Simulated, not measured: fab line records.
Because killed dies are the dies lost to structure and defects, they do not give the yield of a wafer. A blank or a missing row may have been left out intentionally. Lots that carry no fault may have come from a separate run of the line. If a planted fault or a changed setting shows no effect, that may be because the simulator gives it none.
Matching of chambers || flow nand-harc || rie-diel-09 running NHARC_P_M0_ETCH_34: 4 sister chambers
The step etches the open film in N2/H2, target depth 40 nm, overetch 12 nm, time 43.94 s. 4 wafers are shown with their chamber, then 10 later ones without.

## WAFERS WITH THEIR CHAMBER
{"wafer": "L084.6", "chamber": 2, "showerhead-plenum-p-Torr (Torr)": 1.93}
{"wafer": "L085.5", "chamber": 3, "showerhead-plenum-p-Torr (Torr)": 2.17}
{"wafer": "L089.2", "chamber": 1, "showerhead-plenum-p-Torr (Torr)": 2.00}
{"wafer": "L089.3", "chamber": 0, "showerhead-plenum-p-Torr (Torr)": 1.95}

## WAFERS WITHOUT THEIR CHAMBER
{"wafer": "L089.4", "showerhead-plenum-p-Torr (Torr)": 2.00}
{"wafer": "L092.1", "showerhead-plenum-p-Torr (Torr)": 1.99}
{"wafer": "L092.3", "showerhead-plenum-p-Torr (Torr)": 1.93}
{"wafer": "L092.6", "showerhead-plenum-p-Torr (Torr)": 2.17}
{"wafer": "L093.1", "showerhead-plenum-p-Torr (Torr)": 1.99}
{"wafer": "L093.4", "showerhead-plenum-p-Torr (Torr)": 2.17}
{"wafer": "L093.6", "showerhead-plenum-p-Torr (Torr)": 2.17}
{"wafer": "L097.1", "showerhead-plenum-p-Torr (Torr)": 1.95}
{"wafer": "L097.4", "showerhead-plenum-p-Torr (Torr)": 2.17}
{"wafer": "L097.5", "showerhead-plenum-p-Torr (Torr)": 1.99}

## THE CHAMBER EACH PASSED THROUGH
{"wafer": "L089.4", "from the rows above": 1, "in truth": 1}
{"wafer": "L092.1", "from the rows above": 1, "in truth": 1}
{"wafer": "L092.3", "from the rows above": 2, "in truth": 2}
{"wafer": "L092.6", "from the rows above": 3, "in truth": 3}
{"wafer": "L093.1", "from the rows above": 1, "in truth": 1}
{"wafer": "L093.4", "from the rows above": 3, "in truth": 3}
{"wafer": "L093.6", "from the rows above": 3, "in truth": 3}
{"wafer": "L097.1", "from the rows above": 0, "in truth": 0}
{"wafer": "L097.4", "from the rows above": 3, "in truth": 3}
{"wafer": "L097.5", "from the rows above": 1, "in truth": 1}
10 of 10 placed correctly. From these rows, 0 cannot be placed. 0 placed wrongly.
How it was worked out, from the rows above alone: a wafer's distance from a chamber is the root of the sum, over the readings, of the square of ((its reading less the chamber's mean) divided by the reading's scatter). If the next closest chamber is less than 2 further off than the closest, the wafer can't be placed; otherwise it belongs to the closest. For every chamber, the mean is computed from those of its wafers that are shown. The scatter (one wafer shown for each chamber): square how far every hidden wafer sits from the nearest shown wafer, average those squares and take the square root.
